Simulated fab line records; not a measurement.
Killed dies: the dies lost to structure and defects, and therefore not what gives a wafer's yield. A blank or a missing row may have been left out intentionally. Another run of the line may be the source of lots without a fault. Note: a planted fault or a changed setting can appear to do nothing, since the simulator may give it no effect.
fab line records    flow nand-harc    part 1 of 2: steps 1 to 4 of 6
record: lots: 22  wafers: 66  last-day: 25
route steps=1159 shown A_STAIRCASE@669 A_SGD_CUT@763
lots untouched by any fault: they come from a run of this same line in which no faults occurred
start-h: start of the lot's first displayed wafer, in hours after the record's first day    wait-h: how many hours have passed since the lot's step before this one    " the same as in the row above    L1.1+2: several wafers, shown together as one row    - no value, or no start was given    * or withheld: withheld    < > ~ a bound
route shown NAME@n: names a module that has steps shown in the file, with the first one's number in the route    usual: the fault-free wafers' mean and standard deviation    same: alike in all rows    chamber/n: place in a boat    sites: the reading at each site    _std_site: the values' standard deviation    _edge_site: outer sites' mean less inner sites'    radius-mm: how far each site lies from the wafer's centre    mask NAME#n: copy n    behind: the most recent tool/chamber to have shaped the wafer    hold: why the lot went on hold/how many hours it stayed there/how the hold came to an end    device: whichever transistor did not switch (one of n, p or np)    end of line: the same wafers' tests at the end of the route    for a step that has no rows: nothing shown but its recipe    killed: not the wafer's yield, but the dies lost to structure and defects at the first sort    map: a wafer's dies, marking killed ones x, the rest . and places with no die _
set.NAME: the setting as run; set.NAME@STEP: as run at that earlier step    model.NAME: the simulator's own value behind a step, which no gauge read
one table for each step of the route and one row for each wafer, over a sample of lots
services: when a tool's chamber went out of use (start-h, in hours from the record's first day, below 0 if earlier), for how many hours, and the reason
== steps ==
step: NHARC_A_STAIRCASE_ETCH_294
recipe: target-depth-a: 49920  time-s: 1212.4  ion-energy-ev: 800  c4f8-flow-sccm: 80  o2-flow-sccm: 60  ar-flow-sccm: withheld  rf-w: 600  bias-w: 3000  chemistry: C4F8/O2/Ar
usual: chamber-pressure-mTorr: 24.999/0.025  oes-product-au: 0.934/0.011  rf-vpp-V: 1827/11
same: time-s: 1212.4
lot.wafer  tool         chamber  start-h  wait-h  chamber-pressure-mTorr  oes-product-au  rf-hours-counter-h  rf-vpp-V
L076.2     rie-diel-02  1        -        -       25.013                  0.938           33                  1808
L076.1     "            3        "        "       24.970                  0.929           37                  1807
L076.5     "            1        "        "       24.964                  0.945           -                   1808
L075.4     rie-diel-11  3        -        -       25.028                  0.950           23                  1831
L075.5     "            0        "        "       25.009                  0.943           -                   1829
L075.6     "            1        "        "       24.976                  0.926           -                   1830
L074.2     rie-diel-02  2        -        -       24.995                  0.942           38                  1822
L074.1     "            0        "        "       24.988                  0.925           34                  1820
L074.6     "            2        "        "       24.960                  0.936           -                   1822
L078.3     rie-diel-02  2        -        -       25.034                  0.948           46                  1821
L078.4     "            3        "        "       25.007                  0.935           45                  1807
L078.2     "            0        "        "       25.023                  0.935           41                  1819
L077.1     rie-diel-11  2        -        -       24.968                  0.938           29                  1838
L077.6     "            3        "        "       24.967                  0.933           -                   1830
L077.5     "            0        "        "       24.977                  0.931           -                   1830
L080.3     rie-diel-03  0        -        -       24.988                  0.944           20                  1826
L080.6     "            0        "        "       25.018                  0.939           -                   1828
L080.5     "            1        "        "       24.986                  0.939           -                   1829
L079.1     rie-diel-03  2        -        -       24.996                  0.921           19                  1836
L079.3     "            0        "        "       24.996                  0.939           21                  1828
L079.4     "            1        "        "       24.990                  0.920           18                  1829
L081.4     rie-diel-02  0        -        -       25.026                  0.907           47                  1819
L081.2     "            1        "        "       24.980                  0.931           47                  1808
L081.5     "            0        "        "       25.014                  0.906           -                   1820
L082.2     rie-diel-11  2        -        -       24.988                  0.947           37                  1839
L082.3     "            3        "        "       24.962                  0.919           39                  1832
L082.1     "            0        "        "       24.981                  0.929           30                  1831
L084.4     rie-diel-03  3        -        -       25.033                  0.924           32                  1815
L084.2     "            2        "        "       24.970                  0.918           29                  1836
L084.6     "            0        "        "       25.029                  0.929           -                   1826
L088.4     rie-diel-11  3        -        -       24.992                  0.939           50                  1830
L088.6     "            2        "        "       25.012                  0.943           -                   1837
L088.5     "            3        "        "       24.983                  0.929           -                   1830
L085.2     rie-diel-11  2        -        -       25.018                  0.933           51                  1838
L085.1     "            0        "        "       24.987                  0.920           41                  1828
L085.4     "            1        "        "       24.988                  0.919           48                  1829
L086.1     rie-diel-02  2        -        -       25.003                  0.940           3                   1819
L086.4     "            1        "        "       25.067                  0.924           2                   1847
L086.5     "            3        "        "       24.989                  0.934           -                   1846
L090.2     rie-diel-02  1        -        -       24.980                  0.925           4                   1847
L090.4     "            2        "        "       25.025                  0.939           5                   1819
L090.1     "            3        "        "       24.959                  0.937           5                   1846
L089.1     rie-diel-02  3        -        -       24.959                  0.925           6                   1846
L089.2     "            0        "        "       24.986                  0.923           5                   1819
L089.5     "            0        "        "       25.056                  0.924           -                   1820
L087.1     rie-diel-03  1        -        -       24.997                  0.937           44                  1829
L087.2     "            2        "        "       25.016                  0.927           46                  1836
L087.4     "            0        "        "       24.997                  0.936           46                  1826
L091.3     rie-diel-03  2        -        -       24.998                  0.929           47                  1836
L091.2     "            0        "        "       24.980                  0.938           47                  1827
L091.6     "            2        "        "       24.956                  0.925           -                   1835
L092.1     rie-diel-11  1        -        -       24.978                  0.953           61                  1830
L092.4     "            2        "        "       25.002                  0.968           63                  1838
L092.3     "            3        "        "       25.018                  0.944           64                  1829
L093.3     rie-diel-02  0        -        -       25.016                  0.940           11                  1819
L093.5     "            1        "        "       24.986                  0.959           -                   1845
L093.6     "            2        "        "       24.997                  0.957           -                   1821
L095.3     rie-diel-02  3        -        -       25.018                  0.927           12                  1847
L095.5     "            0        "        "       25.042                  0.919           -                   1818
L095.6     "            1        "        "       25.033                  0.940           -                   1848
L094.1     rie-diel-03  1        -        -       24.972                  0.940           48                  1828
L094.2     "            0        "        "       25.023                  0.927           50                  1826
L094.6     "            1        "        "       24.974                  0.934           -                   1829
L097.1     rie-diel-11  2        -        -       25.013                  0.931           10                  1836
L097.4     "            3        "        "       25.001                  0.922           10                  1829
L097.2     "            0        "        "       24.967                  0.940           9                   1827
step: NHARC_A_STAIRCASE_DESCUM_443
recipe: time-s: 3  o2-flow-sccm: 200  ar-flow-sccm: 0  bias-power-w: 0  chemistry: O2
usual: chamber-pressure-mTorr: 60.00/0.053  drypump-motor-current-A: 5.8/0.36  oes-product-au: 1.003/0.0096  rf-vpp-V: 57.7/0.93  showerhead-plenum-p-Torr: 1.93/0.073  throttle-valve-pct: 11.312/0.0088
same: time-s: 3
lot.wafer  tool         chamber  start-h  wait-h  chamber-pressure-mTorr  drypump-motor-current-A  oes-product-au  rf-hours-counter-h  rf-vpp-V  showerhead-plenum-p-Torr  throttle-valve-pct
L076.2     rie-diel-11  1        306.14   -       59.92                   5.8                      1.007           37                  55.6      1.93                      11.334
L076.1     "            0        "        "       59.98                   6.1                      1.007           30                  57.8      1.93                      11.304
L076.5     "            2        "        "       60.02                   5.4                      1.015           -                   55.7      2.00                      11.306
L075.4     rie-diel-03  2        306.57   -       59.98                   5.9                      0.990           28                  57.0      1.99                      11.315
L075.6     "            3        "        "       59.96                   5.7                      1.002           -                   57.5      1.83                      11.303
L075.5     "            0        "        "       59.99                   5.9                      1.004           -                   59.0      1.91                      11.317
L074.1     rie-diel-11  3        311.97   -       59.99                   5.5                      0.994           41                  58.0      1.94                      11.310
L074.2     "            0        "        "       60.05                   6.1                      0.993           31                  57.6      1.93                      11.310
L074.6     "            1        "        "       60.00                   5.8                      0.995           -                   56.9      1.93                      11.309
L077.1     rie-diel-02  3        326.58   -       60.04                   6.4                      1.011           60                  58.6      1.76                      11.304
L077.6     "            3        "        "       59.98                   6.4                      1.018           -                   56.0      1.76                      11.318
L077.5     "            0        "        "       60.04                   6.3                      1.005           -                   56.4      1.85                      11.307
L080.3     rie-diel-03  1        330.79   -       59.99                   5.7                      1.008           32                  58.3      1.92                      11.313
L080.5     "            1        "        "       59.97                   5.6                      1.003           -                   57.7      1.92                      11.320
L080.6     "            2        "        "       60.09                   5.9                      0.989           -                   56.4      1.99                      11.307
L078.3     rie-diel-03  0        330.84   -       59.99                   5.9                      0.997           35                  59.0      1.91                      11.305
L078.4     "            1        "        "       59.97                   5.6                      0.997           32                  58.5      1.92                      11.316
L078.2     "            2        "        "       60.00                   5.9                      0.985           35                  58.8      1.99                      11.318
L079.3     rie-diel-11  0        331.26   -       59.97                   6.1                      1.007           37                  58.7      1.93                      11.322
L079.1     "            2        "        "       59.96                   5.4                      1.014           47                  57.5      1.99                      11.321
L079.4     "            3        "        "       59.97                   5.5                      1.004           48                  59.0      1.94                      11.295
L081.2     rie-diel-11  1        343.87   -       59.98                   5.8                      0.991           51                  57.5      1.93                      11.303
L081.4     "            2        "        "       59.96                   5.4                      1.010           55                  57.5      1.99                      11.325
L081.5     "            0        "        "       59.85                   6.1                      0.997           -                   58.9      1.93                      11.301
L082.2     rie-diel-11  1        357.12   -       59.96                   5.8                      0.999           58                  57.9      1.93                      11.324
L082.1     "            2        "        "       60.00                   5.4                      1.006           61                  58.4      1.99                      11.294
L082.3     "            3        "        "       59.99                   5.5                      0.992           62                  57.1      1.93                      11.314
L084.2     rie-diel-03  1        357.29   -       60.09                   5.7                      1.018           45                  57.7      1.92                      11.318
L084.4     "            2        "        "       59.96                   5.9                      0.977           48                  58.3      1.98                      11.304
L084.6     "            0        "        "       59.91                   5.9                      1.011           -                   57.6      1.90                      11.317
L088.4     rie-diel-11  3        377.67   -       59.94                   5.5                      0.999           0                   57.0      1.93                      11.310
L088.5     "            1        "        "       60.03                   5.8                      0.999           -                   58.5      1.93                      11.319
L088.6     "            2        "        "       59.99                   5.4                      0.990           -                   57.9      1.99                      11.309
L085.1     rie-diel-02  1        377.93   -       59.95                   5.1                      1.002           15                  58.0      2.07                      11.328
L085.2     "            3        "        "       59.99                   6.5                      1.001           13                  59.8      2.07                      11.313
L085.4     "            0        "        "       60.06                   6.3                      0.993           13                  56.0      1.85                      11.309
L086.4     rie-diel-11  3        388.49   -       60.10                   5.5                      0.996           4                   58.2      1.93                      11.311
L086.1     "            2        "        "       59.96                   5.4                      1.011           4                   58.1      1.99                      11.306
L086.5     "            3        "        "       59.92                   5.5                      0.995           -                   58.6      1.93                      11.309
L087.4     rie-diel-02  3        398.66   -       60.05                   6.4                      1.012           20                  60.3      2.07                      11.306
L087.1     "            0        "        "       60.02                   6.3                      0.997           21                  57.0      1.85                      11.316
L087.2     "            2        "        "       60.01                   5.7                      1.017           22                  57.3      1.85                      11.321
L090.1     rie-diel-11  3        398.68   -       60.02                   5.5                      1.000           8                   57.6      1.93                      11.317
L090.4     "            0        "        "       59.92                   6.1                      1.011           8                   57.1      1.92                      11.311
L090.2     "            1        "        "       59.97                   5.8                      1.008           9                   57.7      1.92                      11.308
L089.1     rie-diel-02  3        398.74   -       60.05                   6.5                      0.993           20                  58.6      2.07                      11.308
L089.2     "            0        "        "       59.97                   6.3                      1.004           21                  57.5      1.85                      11.299
L089.5     "            1        "        "       59.96                   5.1                      1.002           -                   57.5      2.07                      11.321
L091.3     rie-diel-11  3        398.77   -       59.98                   5.5                      0.994           8                   58.7      1.93                      11.314
L091.2     "            0        "        "       60.01                   6.0                      1.007           8                   56.9      1.92                      11.313
L091.6     "            3        "        "       59.98                   5.5                      0.996           -                   57.2      1.93                      11.325
L092.4     rie-diel-03  2        415.68   -       60.05                   5.9                      1.019           4                   56.8      1.98                      11.303
L092.1     "            0        "        "       60.03                   5.9                      0.996           5                   58.6      1.90                      11.309
L092.3     "            1        "        "       60.06                   5.7                      0.992           4                   57.7      1.91                      11.304
L093.3     rie-diel-03  3        415.73   -       60.03                   5.7                      1.008           4                   57.4      1.82                      11.311
L093.6     "            3        "        "       60.11                   5.7                      1.012           -                   56.5      1.82                      11.317
L093.5     "            0        "        "       59.99                   5.9                      0.984           -                   56.8      1.90                      11.288
L094.2     rie-diel-11  1        415.76   -       59.99                   5.8                      1.014           14                  55.8      1.92                      11.313
L094.1     "            2        "        "       60.00                   5.4                      1.009           15                  57.6      1.98                      11.303
L094.6     "            0        "        "       60.04                   6.1                      1.014           -                   56.2      1.92                      11.311
L095.3     rie-diel-02  1        415.82   -       60.04                   5.0                      1.009           28                  57.9      2.07                      11.314
L095.6     "            2        "        "       59.95                   5.7                      1.010           -                   57.5      1.85                      11.309
L095.5     "            3        "        "       59.99                   6.5                      1.006           -                   58.4      2.07                      11.304
L097.4     rie-diel-02  2        448.79   -       59.91                   5.6                      1.009           41                  57.9      1.84                      11.318
L097.1     "            3        "        "       60.12                   6.5                      1.015           40                  57.8      2.06                      11.310
L097.2     "            1        "        "       59.99                   5.1                      1.010           43                  58.2      2.06                      11.333
step: NHARC_A_STAIRCASE_STRIP_446
recipe: power-w: 1500  temp-c: 250  chemistry: O2
usual: drypump-motor-current-A: 5.6/0.44  heater-power-w: 310/15
lot.wafer  tool             chamber  start-h  wait-h  drypump-motor-current-A  heater-power-w  rf-hours-counter-h
L076.2     plasma-asher-02  0        308.50   0.0     5.1                      291             40
L076.1     "                1        "        "       6.2                      322             40
L076.5     "                0        "        "       5.2                      291             -
L075.4     plasma-asher-02  1        308.97   0.1     6.2                      318             -
L075.5     "                1        "        "       6.2                      313             -
L075.6     "                0        "        "       5.2                      284             -
L074.2     plasma-asher-02  1        314.29   0.0     6.2                      318             41
L074.1     "                0        "        "       5.1                      289             41
L074.6     "                0        "        "       5.1                      284             -
L077.1     plasma-asher-02  1        328.98   0.1     6.2                      317             45
L077.6     "                1        "        "       6.2                      316             -
L077.5     "                0        "        "       5.1                      285             -
L080.3     plasma-asher-01  1        333.32   0.1     5.5                      329             -
L080.5     "                1        "        "       5.5                      334             -
L080.6     "                0        "        "       5.7                      295             -
L079.1     plasma-asher-02  1        333.74   0.1     6.2                      313             46
L079.3     "                0        "        "       5.1                      287             -
L079.4     "                1        "        "       6.2                      313             -
L078.2     plasma-asher-02  1        334.76   0.1     6.2                      319             47
L078.4     "                0        "        "       5.1                      280             -
L078.3     "                1        "        "       6.2                      316             -
L081.2     plasma-asher-01  1        346.24   0.1     5.5                      322             21
L081.4     "                1        "        "       5.5                      327             -
L081.5     "                0        "        "       5.7                      292             -
L082.1     plasma-asher-02  0        359.65   0.2     5.1                      286             57
L082.2     "                1        "        "       6.2                      323             57
L082.3     "                1        "        "       6.2                      315             -
L084.2     plasma-asher-01  0        359.86   0.2     5.7                      295             25
L084.4     "                0        "        "       5.7                      295             -
L084.6     "                0        "        "       5.7                      296             -
L088.4     plasma-asher-01  1        380.10   0.1     5.4                      324             -
L088.6     "                1        "        "       5.4                      324             -
L088.5     "                0        "        "       5.7                      297             -
L085.1     plasma-asher-02  0        380.33   0.0     5.2                      308             2
L085.2     "                1        "        "       6.2                      325             2
L085.4     "                1        "        "       6.2                      320             -
L086.1     plasma-asher-02  0        390.87   0.0     5.2                      295             6
L086.4     "                1        "        "       6.2                      318             -
L086.5     "                0        "        "       5.1                      312             -
L087.2     plasma-asher-01  0        401.02   0.0     5.7                      294             41
L087.1     "                1        "        "       5.5                      325             41
L087.4     "                1        "        "       5.5                      323             -
L090.1     plasma-asher-01  1        401.30   0.3     5.4                      328             41
L090.2     "                0        "        "       5.7                      300             41
L090.4     "                1        "        "       5.4                      333             -
L089.1     plasma-asher-02  1        402.57   0.0     6.2                      320             10
L089.2     "                0        "        "       5.1                      305             10
L089.5     "                0        "        "       5.1                      305             -
L091.2     plasma-asher-01  1        403.05   0.1     5.4                      326             42
L091.3     "                0        "        "       5.7                      293             -
L091.6     "                1        "        "       5.5                      321             -
L092.1     plasma-asher-02  1        418.07   0.0     6.2                      337             16
L092.4     "                1        "        "       6.2                      322             -
L092.3     "                0        "        "       5.1                      311             -
L094.1     plasma-asher-01  0        418.11   0.0     5.7                      294             47
L094.2     "                1        "        "       5.4                      327             47
L094.6     "                0        "        "       5.7                      297             -
L095.3     plasma-asher-02  0        418.49   0.4     5.2                      311             -
L095.5     "                1        "        "       6.2                      335             -
L095.6     "                0        "        "       5.1                      304             -
L093.3     plasma-asher-02  1        419.67   0.2     6.2                      326             -
L093.6     "                0        "        "       5.1                      315             -
L093.5     "                1        "        "       6.2                      328             -
L097.2     plasma-asher-02  1        451.20   0.0     6.2                      322             26
L097.1     "                0        "        "       5.1                      303             26
L097.4     "                1        "        "       6.3                      325             -
step: NHARC_A_STAIRCASE_DEP_471
recipe: target-thk-a: 1000  temp-c: 400  pressure-torr: 6.5  rf-w: 900  teos-flow-sccm: 161.4  flow-sccm: 2650  target-thk-nm: 100  gas: O2  material: SiO2
usual: heater-power-w: 548/110  throttle-valve-pct: 16.4/0.52
lot.wafer  tool      chamber  start-h  wait-h  heater-power-w  throttle-valve-pct
L076.1     pecvd-03  1        310.48   -       543             16.6
L076.2     "         2        "        "       388             16.1
L076.5     "         0        "        "       621             16.5
L075.5     pecvd-03  1        310.96   -       559             16.9
L075.6     "         2        "        "       323             15.9
L075.4     "         0        "        "       637             16.4
L074.1     pecvd-03  1        316.30   -       480             16.8
L074.2     "         2        "        "       372             16.2
L074.6     "         1        "        "       478             17.0
L077.1     pecvd-01  1        331.33   -       516             16.7
L077.6     "         2        "        "       665             16.1
L077.5     "         0        "        "       657             16.8
L080.3     pecvd-03  2        335.28   -       309             16.2
L080.5     "         0        "        "       755             16.8
L080.6     "         1        "        "       454             17.0
L079.3     pecvd-01  0        336.14   -       625             16.9
L079.1     "         1        "        "       523             16.6
L079.4     "         0        "        "       626             16.7
L078.2     pecvd-03  0        336.72   -       667             16.4
L078.3     "         1        "        "       439             16.4
L078.4     "         1        "        "       451             16.7
L081.2     pecvd-03  2        348.23   -       349             16.0
L081.5     "         2        "        "       354             16.1
L081.4     "         1        "        "       557             16.8
L082.1     pecvd-01  1        361.68   -       518             16.9
L082.2     "         0        "        "       725             17.0
L082.3     "         1        "        "       528             17.0
L084.2     pecvd-01  1        361.95   -       500             17.0
L084.4     "         1        "        "       532             16.8
L084.6     "         1        "        "       536             16.8
L088.4     pecvd-02  2        382.07   -       561             15.6
L088.6     "         0        "        "       520             16.1
L088.5     "         1        "        "       513             15.4
L085.1     pecvd-03  0        382.34   -       696             16.6
L085.2     "         1        "        "       513             17.0
L085.4     "         1        "        "       510             17.0
L086.1     pecvd-01  0        392.90   -       729             17.0
L086.5     "         0        "        "       737             16.9
L086.4     "         1        "        "       560             17.0
L087.1     pecvd-01  2        403.21   -       585             16.1
L087.2     "         1        "        "       529             17.2
L087.4     "         1        "        "       536             16.9
L090.1     pecvd-02  1        403.28   -       501             15.4
L090.2     "         2        "        "       413             15.3
L090.4     "         0        "        "       575             16.1
L089.2     pecvd-01  2        404.57   -       559             16.6
L089.1     "         0        "        "       686             16.6
L089.5     "         2        "        "       571             16.3
L091.3     pecvd-01  1        404.98   -       548             17.2
L091.2     "         2        "        "       512             16.3
L091.6     "         0        "        "       727             16.6
L092.1     pecvd-02  2        420.05   -       516             15.5
L092.3     "         0        "        "       459             16.3
L092.4     "         0        "        "       477             16.1
L094.2     pecvd-03  1        420.12   -       541             17.5
L094.1     "         2        "        "       382             16.3
L094.6     "         1        "        "       550             16.8
L095.3     pecvd-02  1        420.41   -       477             15.6
L095.6     "         2        "        "       467             15.8
L095.5     "         0        "        "       539             16.5
L093.3     pecvd-02  2        421.53   -       499             15.4
L093.6     "         2        "        "       518             15.7
L093.5     "         1        "        "       499             15.4
L097.1     pecvd-03  0        453.27   -       662             16.4
L097.2     "         1        "        "       541             17.3
L097.4     "         2        "        "       405             16.3
